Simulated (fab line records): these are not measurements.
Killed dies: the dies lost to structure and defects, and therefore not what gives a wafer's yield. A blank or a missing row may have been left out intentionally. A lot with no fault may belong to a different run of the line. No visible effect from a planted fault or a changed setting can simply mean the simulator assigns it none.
Matching of chambers | flow n5_finfet | N5_ILD0_CMP_12 on cmp-04: 4 sister chambers
The step polishes SiNx, stops on poly-Si, t overpolish 6 s, target thk 17.67 nm. 8 wafers are shown with their chamber, then 7 later ones without.

## EACH WAFER AND ITS CHAMBER
wafer  | chamber | motor_current_A (A) | overpolish_run_s (s)
L074.1 | 0       | 8.3                 | 6.008
L074.3 | 1       | 10.7                | 5.998
L076.4 | 0       | 8.1                 | 5.996
L081.2 | 1       | 10.9                | 5.986
L081.4 | 2       | 8.1                 | 5.997
L081.5 | 3       | 9.1                 | 6.005
L085.2 | 2       | 8.4                 | 6.008
L085.4 | 3       | 9.0                 | 6.013

## WAFERS WHOSE CHAMBER IS MISSING
wafer  | motor_current_A (A) | overpolish_run_s (s)
L085.5 | 8.0                 | 6.004
L094.2 | 9.0                 | 5.994
L094.3 | 10.7                | 5.995
L094.5 | 8.6                 | 5.995
L097.1 | 8.1                 | 5.994
L097.2 | 9.2                 | 6.003
L097.4 | 10.6                | 5.996

## EACH ONE'S CHAMBER
wafer  | from the rows above          | in truth
L085.5 | can't be placed: 0 or 2      | 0
L094.2 | 3                            | 3
L094.3 | 1                            | 1
L094.5 | can't be placed: 2 or 0 or 3 | 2
L097.1 | can't be placed: 0 or 2      | 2
L097.2 | 3                            | 3
L097.4 | 1                            | 1
Correctly placed: 4 of 7. Cannot be placed on the basis of these rows: 3; the candidates contain the true chamber in 3. 0 placed wrongly.
How it was worked out, from the rows above alone: a wafer's distance from a chamber is the root of the sum, over the readings, of the square of ((its reading less the chamber's mean) divided by the reading's scatter). The wafer belongs to the nearest chamber; if the next one is less than 2 further off, it can't be placed. A chamber's mean is the mean of its shown wafers. The scatter is the square root of a quotient: the sum, over the shown wafers, of each reading's squared deviation from its chamber's mean, divided by wafers minus chambers.
